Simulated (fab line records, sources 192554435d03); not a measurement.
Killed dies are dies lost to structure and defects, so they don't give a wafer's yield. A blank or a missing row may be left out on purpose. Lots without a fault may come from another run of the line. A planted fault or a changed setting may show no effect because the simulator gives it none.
fab line records | flow n5_finfet
record lots=12 wafers=36 last_day=15
route steps=1938 shown BEOL_M6@1260 BEOL_M7@1293
lots that met no fault: from a run of the same line without faults
start_h: hours from the record's first day to the start of the lot's first wafer shown | wait_h: hours since the lot's step before | " the same as in the row above | L1.1+2: a row that stands for several wafers | - no value, or no start given | * or withheld: withheld | < > ~ a bound
route shown NAME@n: a module of which the file shows steps, and the number in the route of the first | usual: mean/standard deviation of fault-free wafers | same: alike in all rows | chamber/n: place in a boat | sites: the reading at each site | _std_site: their standard deviation | _edge_site: outer sites' mean less inner sites' | radius_mm: how far each site lies from the wafer's centre | mask NAME#n: copy n | behind: the tool/chamber that last shaped the wafer | hold: why the lot was held/for how many hours/how that ended | device: the transistor (n, p or np) that didn't switch | end of line: the same wafers' tests at the end of the route | a step without rows: its recipe alone | killed: dies lost to structure and defects at the first sort, not the wafer's yield | map: a wafer's dies, x killed, . not, _ none there
set.NAME: the setting as run; set.NAME@STEP: as run at that earlier step | model.NAME: the simulator's own value behind a step, which no gauge read
steps of the route over a sample of lots; a table a step, a row a wafer
services: from which hour (start_h, from the record's first day; less than 0 if before it) a tool's chamber was out of use, for how many hours, and why
## steps
# step N5_BEOL_M6_DEP_56
# recipe material=SiCN target_thk_a=100 temp_c=withheld precursor=3MS/NH3 pressure_torr=3 rf_w=202 time_s=17.5
# usual chamber_pressure_Torr=3.000/0.0069 showerhead_plenum_p_Torr=3.670/0.013 throttle_valve_pct=9.2/0.55
# columns lot.wafer tool chamber start_h wait_h chamber_pressure_Torr showerhead_plenum_p_Torr throttle_valve_pct
L200.3 pecvd-02 2 178.87 0.0 2.994 3.669 8.5
L200.4 " 2 " " 3.003 3.673 8.4
L200.5 " 1 " " 3.003 3.665 9.7
L201.2 pecvd-02 2 198.27 0.0 2.999 3.660 8.6
L201.3 " 0 " " 2.991 3.675 10.2
L201.5 " 0 " " 3.000 3.677 10.1
L204.3 pecvd-02 0 206.75 0.0 3.004 3.682 10.3
L204.4 " 1 " " 2.992 3.660 9.5
L204.5 " 2 " " 3.017 3.667 8.5
L206.1 pecvd-04 1 224.15 0.0 2.991 3.679 8.9
L206.2 " 0 " " 3.001 3.684 9.6
L206.5 " 0 " " 2.994 3.680 9.3
L208.1 pecvd-02 0 224.43 0.0 3.017 3.680 10.1
L208.3 " 1 " " 2.997 3.667 9.2
L208.6 " 0 " " 3.002 3.682 10.1
L210.2 pecvd-04 0 246.35 0.0 2.989 3.682 9.6
L210.3 " 2 " " 2.999 3.653 8.9
L210.6 " 1 " " 2.998 3.677 9.2
L211.1 pecvd-04 1 247.93 0.0 3.000 3.678 8.9
L211.4 " 1 " " 3.005 3.676 9.2
L211.5 " 2 " " 2.994 3.648 8.9
L213.3 pecvd-02 0 265.00 0.0 3.006 3.680 10.2
L213.4 " 2 " " 3.008 3.671 8.6
L213.6 " 1 " " 3.000 3.667 9.4
L215.1 pecvd-02 1 269.48 0.0 3.006 3.661 9.7
L215.2 " 0 " " 2.996 3.676 10.2
L215.4 " 1 " " 3.007 3.662 9.5
L219.2 pecvd-02 2 301.10 0.0 3.005 3.673 8.4
L219.4 " 0 " " 3.017 3.684 10.3
L219.6 " 1 " " 2.996 3.664 9.4
L221.2 pecvd-01 0 307.19 0.0 2.990 3.666 9.2
L221.4 " 1 " " 2.998 3.662 8.9
L221.6 " 0 " " 3.003 3.678 9.0
L222.1 pecvd-04 2 314.32 0.0 3.003 3.649 8.6
L222.2 " 1 " " 3.007 3.680 9.0
L222.6 " 0 " " 3.003 3.695 9.4
# step N5_BEOL_M7_EXPOSE_25
# recipe mask_id=V6 na=0.33 source_shape=annular sigma_inner=0.4 sigma_outer=0.8 polarization=unpolarized target_cd_nm=40 dose_mj=42.5
# usual exposure_dose_mJ_cm2=42.45/0.067
# columns lot.wafer tool chamber start_h wait_h mask exposure_dose_mJ_cm2
L200.3 euv_scanner-02 0 183.01 - V6#0 42.51
L200.4 " 0 " " V6#0 42.41
L200.5 " 0 " " V6#0 42.43
L201.2 euv_scanner-02 0 203.35 - V6#0 42.48
L201.3 " 0 " " V6#0 42.44
L201.5 " 0 " " V6#0 42.51
L204.3 euv_scanner-01 0 209.99 - V6#0 42.38
L204.4 " 0 " " V6#0 42.34
L204.5 " 0 " " V6#0 42.37
L206.1 euv_scanner-01 0 228.00 - V6#0 42.44
L206.2 " 0 " " V6#0 42.38
L206.5 " 0 " " V6#0 42.44
L208.1 euv_scanner-02 0 228.17 - V6#0 42.50
L208.3 " 0 " " V6#0 42.48
L208.6 " 0 " " V6#0 42.51
L211.1 euv_scanner-01 0 250.77 - V6#0 42.36
L211.4 " 0 " " V6#0 42.32
L211.5 " 0 " " V6#0 42.33
L210.2 euv_scanner-01 0 251.63 - V6#0 42.36
L210.3 " 0 " " V6#0 42.37
L210.6 " 0 " " V6#0 42.34
L213.3 euv_scanner-01 0 270.29 - V6#0 42.37
L213.4 " 0 " " V6#0 42.40
L213.6 " 0 " " V6#0 42.37
L215.1 euv_scanner-02 0 273.81 - V6#0 42.53
L215.2 " 0 " " V6#0 42.48
L215.4 " 0 " " V6#0 42.55
L219.2 euv_scanner-02 0 305.86 - V6#0 46.77
L219.4 " 0 " " V6#0 46.83
L219.6 " 0 " " V6#0 46.76
L221.2 euv_scanner-02 0 311.31 - V6#0 46.77
L221.4 " 0 " " V6#0 46.78
L221.6 " 0 " " V6#0 46.75
L222.1 euv_scanner-02 0 316.59 - V6#0 46.74
L222.2 " 0 " " V6#0 46.76
L222.6 " 0 " " V6#0 46.75
# step N5_BEOL_M7_CD_MEAS_28
# recipe target_cd_nm=40 landing_energy_ev=500 detector=se_inlens
# usual cd_nm=40.05/0.21
# columns lot.wafer tool chamber start_h wait_h cd_nm
L200.3 cd_sem-02 0 183.13 - 40.19
L200.4 " 0 " " 40.57
L200.5 " 0 " " 39.90
L201.2 cd_sem-03 0 203.48 - 40.18
L201.3 " 0 " " 40.35
L201.5 " 0 " " 39.92
L204.3 cd_sem-01 0 210.11 - 40.01
L204.4 " 0 " " 40.25
L204.5 " 0 " " 40.04
L206.1 cd_sem-02 0 228.13 - 39.78
L206.2 " 0 " " 39.72
L206.5 " 0 " " 39.75
L208.1 cd_sem-02 0 228.30 - 40.23
L208.3 " 0 " " 39.83
L208.6 " 0 " " 40.22
L211.1 cd_sem-01 0 250.96 - 39.84
L211.4 " 0 " " 39.97
L211.5 " 0 " " 39.68
L210.2 cd_sem-03 0 251.82 - 40.16
L210.3 " 0 " " 40.29
L210.6 " 0 " " 40.06
L213.3 cd_sem-02 0 270.41 - 39.92
L213.4 " 0 " " 40.14
L213.6 " 0 " " 40.05
L215.1 cd_sem-01 0 273.94 - 40.29
L215.2 " 0 " " 40.08
L215.4 " 0 " " 40.41
L219.2 cd_sem-01 0 305.99 - 40.11
L219.4 " 0 " " 33.30
L219.6 " 0 " " 40.54
L221.2 cd_sem-01 0 311.44 - 26.38
L221.4 " 0 " " 40.67
L221.6 " 0 " " 32.16
L222.1 cd_sem-02 0 316.72 - 38.97
L222.2 " 0 " " 25.66
L222.6 " 0 " " 40.23
# step N5_BEOL_M7_OVL_MEAS_29
# recipe points_per_wafer=522
# usual V6_OVL=0.0/0.65
# columns lot.wafer tool chamber start_h wait_h V6_OVL[nm]
L200.3 overlay-02 0 183.17 0.0 -0.9
L200.4 " 0 " " 0.2
L200.5 " 0 " " 0.1
L201.2 overlay-02 0 203.51 0.0 -0.2
L201.3 " 0 " " -0.7
L201.5 " 0 " " -0.7
L204.3 overlay-01 0 210.15 0.0 0.0
L204.4 " 0 " " -0.1
L204.5 " 0 " " 0.2
L206.1 overlay-02 0 228.16 0.0 1.2
L206.2 " 0 " " -0.3
L206.5 " 0 " " -0.1
L208.1 overlay-01 0 228.33 0.0 -1.5
L208.3 " 0 " " -0.3
L208.6 " 0 " " -0.6
L211.1 overlay-02 0 250.99 0.0 0.3
L211.4 " 0 " " -0.5
L211.5 " 0 " " 0.9
L210.2 overlay-01 0 251.86 0.0 0.8
L210.3 " 0 " " 0.9
L210.6 " 0 " " -0.7
L213.3 overlay-01 0 270.45 0.0 0.0
L213.4 " 0 " " 0.4
L213.6 " 0 " " -0.5
L215.1 overlay-02 0 273.97 0.0 0.0
L215.2 " 0 " " -0.5
L215.4 " 0 " " -0.1
L219.2 overlay-02 0 306.02 0.0 0.7
L219.4 " 0 " " 0.5
L219.6 " 0 " " -0.1
L221.2 overlay-02 0 311.47 0.0 0.8
L221.4 " 0 " " -0.1
L221.6 " 0 " " -0.5
L222.1 overlay-01 0 316.75 0.0 -0.6
L222.2 " 0 " " 0.8
L222.6 " 0 " " 0.3
# step N5_BEOL_M7_ETCH_72
# recipe chemistry=N2/H2 target=underlayer target_depth_a=65 mask_material=CAR-EUV time_s=5.2 ion_energy_ev=200 pressure_mtorr=30 source_w=840 bias_w=150 n2_flow_sccm=200 h2_flow_sccm=200 ends=cleared
# usual drypump_motor_current_A=5.9/0.42 etch_rf_on_time_s=5.20/0.096 oes_product_au=0.70/0.072 rf_vpp_V=524.1/2.7 showerhead_plenum_p_Torr=2.56/0.092 throttle_valve_pct=17.84/0.26
# columns lot.wafer tool chamber start_h wait_h drypump_motor_current_A etch_rf_on_time_s oes_product_au rf_hours_counter_h rf_vpp_V showerhead_plenum_p_Torr throttle_valve_pct
L200.3 rie_diel-02 1 183.29 0.0 6.2 5.18 0.63 151 527.3 2.65 17.52
L200.4 " 0 " " 6.0 5.15 0.71 73 527.2 2.68 17.47
L200.5 " 2 " " 6.2 5.23 0.64 - 519.3 2.42 18.24
L201.2 rie_diel-03 2 203.64 0.0 5.3 5.32 0.64 155 520.8 2.45 18.13
L201.3 " 1 " " 6.0 5.23 0.62 175 526.8 2.65 18.24
L201.5 " 2 " " 5.3 5.26 0.64 - 524.1 2.45 18.12
L204.3 rie_diel-03 3 210.27 0.0 5.4 5.05 0.81 4 522.0 2.50 17.78
L204.4 " 0 " " 6.6 5.14 0.76 33 521.0 2.49 17.77
L204.5 " 2 " " 5.3 5.30 0.63 - 520.7 2.45 18.13
L206.1 rie_diel-06 1 228.29 0.0 6.1 5.13 0.77 32 524.4 2.58 17.51
L206.2 " 2 " " 5.2 5.28 0.72 52 523.4 2.57 17.76
L206.5 " 0 " " 6.0 5.37 0.56 - 521.9 2.50 18.06
L208.1 rie_diel-03 0 228.46 0.0 6.7 5.06 0.74 37 522.0 2.49 17.80
L208.3 " 2 " " 5.3 5.28 0.63 162 520.1 2.45 18.13
L208.6 " 0 " " 6.7 5.12 0.74 - 521.8 2.49 17.79
L211.1 rie_diel-06 2 252.61 0.0 5.2 5.23 0.73 61 525.6 2.57 17.80
L211.4 " 1 " " 6.2 5.10 0.77 36 525.2 2.58 17.51
L211.5 " 2 " " 5.2 5.23 0.73 - 525.2 2.57 17.80
L210.2 rie_diel-03 3 253.02 0.0 5.4 5.03 0.80 16 521.4 2.50 17.79
L210.3 " 0 " " 6.7 5.13 0.74 45 523.4 2.48 17.79
L210.6 " 1 " " 6.0 5.25 0.61 - 525.8 2.64 18.27
L213.3 rie_diel-02 1 270.56 0.0 6.2 5.25 0.60 182 525.9 2.64 17.59
L213.4 " 3 " " 5.6 4.97 0.76 39 527.2 2.70 17.69
L213.6 " 2 " " 6.2 5.14 0.61 - 519.4 2.41 18.28
L215.1 rie_diel-02 2 274.65 0.0 6.2 5.29 0.61 218 519.9 2.41 18.29
L215.2 " 1 " " 6.2 5.30 0.60 184 526.7 2.64 17.58
L215.4 " 0 " " 6.0 5.32 0.67 102 526.4 2.67 17.55
L219.2 rie_diel-03 3 306.19 0.0 5.3 5.12 0.75 31 520.7 2.49 17.81
L219.4 " 1 " " 6.0 5.31 0.60 205 524.6 2.64 18.28
L219.6 " 0 " " 6.7 5.13 0.72 - 522.2 2.48 17.83
L221.2 rie_diel-03 2 311.59 0.0 5.3 5.33 0.61 185 517.1 2.44 18.16
L221.4 " 0 " " 6.6 5.18 0.72 63 521.8 2.48 17.84
L221.6 " 2 " " 5.3 5.33 0.62 - 520.9 2.44 18.18
L222.1 rie_diel-02 2 317.06 0.0 6.2 5.33 0.61 230 520.4 2.41 18.32
L222.2 " 1 " " 6.2 5.28 0.60 196 526.8 2.64 17.58
L222.6 " 1 " " 6.2 5.20 0.59 - 527.4 2.64 17.58
## services
# columns tool chamber start_h hours kind
rie_diel-03 3 164.52 1.7 repair
rie_diel-06 - 179.18 14.6 pm
euv_scanner-02 - 186.28 1.0 pm
euv_scanner-01 - 189.81 1.0 pm
pecvd-01 - 195.64 14.6 pm
rie_diel-02 0 201.01 9.1 repair
euv_scanner-02 - 206.29 1.0 repair
rie_diel-02 2 223.76 6.1 repair
rie_diel-02 2 237.18 4.4 repair
euv_scanner-01 - 240.13 4.6 pm
rie_diel-06 2 241.17 1.2 repair
euv_scanner-02 - 244.73 1.0 pm
euv_scanner-01 - 245.96 1.0 pm
euv_scanner-02 - 246.97 4.6 pm
pecvd-02 - 256.77 4.3 pm
rie_diel-06 3 259.63 4.8 repair
pecvd-01 0 267.79 6.9 repair
pecvd-02 0 272.77 6.2 repair
euv_scanner-02 0 279.90 - calibration
euv_scanner-01 - 297.22 9.2 repair
rie_diel-06 - 298.79 0.8 repair
euv_scanner-02 - 306.49 1.0 pm
euv_scanner-01 - 307.50 1.0 pm
pecvd-02 0 308.91 2.1 scheduled_down
## key
first_sign step=N5_BEOL_M7_EXPOSE_25 reading=exposure_dose_mJ_cm2 direction=up sigmas=65 usual=42.45 struck=46.77
effect step=N5_BEOL_M7_CD_MEAS_28 reading=cd_nm direction=down sigmas=23 usual=40.05 struck=35.34 wafers_moved=6 through=control_loop
met_at N5_BEOL_M7_EXPOSE_25
struck_lots L219,L221,L222
rows_end L219.2,L219.4,L219.6,L221.2,L221.4,L221.6,L222.1,L222.2,L222.6
loop_trim step=N5_BEOL_M7_EXPOSE_25 setting=dose lots=L219,L221,L222
not_acting_at N5_BEOL_M6_DEP_56,N5_BEOL_M7_OVL_MEAS_29,N5_BEOL_M7_ETCH_72
onset_between 273.81 305.86
fault kind=process_parameter_drift tool=euv_scanner-02 chamber=- onset_h=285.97 steps=N5_BEOL_M7_EXPOSE_25 channel=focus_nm offset=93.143 spread_by_wafer=0.3 shape=step
# rows_end: these wafers met a further fault down the route, and their rows from its step on are left out
# loop_trim: a control loop set the setting to another value than it would have without faults
